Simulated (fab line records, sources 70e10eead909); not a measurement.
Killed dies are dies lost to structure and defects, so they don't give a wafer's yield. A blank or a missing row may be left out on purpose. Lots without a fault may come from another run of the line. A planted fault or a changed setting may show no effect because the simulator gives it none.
Chamber matching | flow nand_harc | NHARC_A_STAIRCASE_TRIM_229 on rie_diel-02: 4 sister chambers
The step chemistry O2, time 211.2 s. 8 wafers are shown with their chamber, then 12 later ones without.

WAFERS WITH THEIR CHAMBER
wafer  | chamber | showerhead_plenum_p_Torr (Torr) | drypump_motor_current_A (A)
L083.3 | 0       | 3.73                            | 5.8
L085.2 | 3       | 3.77                            | 6.6
L085.6 | 3       | 3.77                            | 6.6
L090.1 | 2       | 3.40                            | 6.0
L090.2 | 0       | 3.72                            | 5.7
L088.1 | 2       | 3.40                            | 6.0
L088.3 | 1       | 3.51                            | 6.1
L088.5 | 1       | 3.51                            | 6.1

WAFERS WITHOUT THEIR CHAMBER
wafer  | showerhead_plenum_p_Torr (Torr) | drypump_motor_current_A (A)
L092.4 | 3.76                            | 6.6
L092.5 | 3.51                            | 6.1
L092.6 | 3.39                            | 6.0
L093.1 | 3.71                            | 5.8
L093.4 | 3.39                            | 6.0
L093.5 | 3.50                            | 6.1
L095.2 | 3.39                            | 6.0
L095.4 | 3.75                            | 6.6
L095.6 | 3.75                            | 6.6
L095.1 | 3.71                            | 5.7
L095.3 | 3.50                            | 6.2
L095.5 | 3.39                            | 6.0

WHICH CHAMBER EACH WENT THROUGH
wafer  | from the rows above | in truth
L092.4 | 3                   | 3
L092.5 | 1                   | 1
L092.6 | 2                   | 2
L093.1 | 0                   | 0
L093.4 | 2                   | 2
L093.5 | 1                   | 1
L095.2 | 2                   | 2
L095.4 | 3                   | 3
L095.6 | 3                   | 3
L095.1 | 0                   | 0
L095.3 | 1                   | 1
L095.5 | 2                   | 2
Placed correctly: 12 of 12. Can't be placed from these rows: 0. Placed wrongly: 0.
How it was worked out, from the rows above alone: a wafer's distance from a chamber is the root of the sum, over the readings, of the square of ((its reading less the chamber's mean) divided by the reading's scatter). The wafer belongs to the nearest chamber; if the next one is less than 2 further off, it can't be placed. A chamber's mean is the mean of its shown wafers. The scatter: the root of (the sum of the squares of (reading less its chamber's mean) over the shown wafers, divided by (wafers less chambers)).
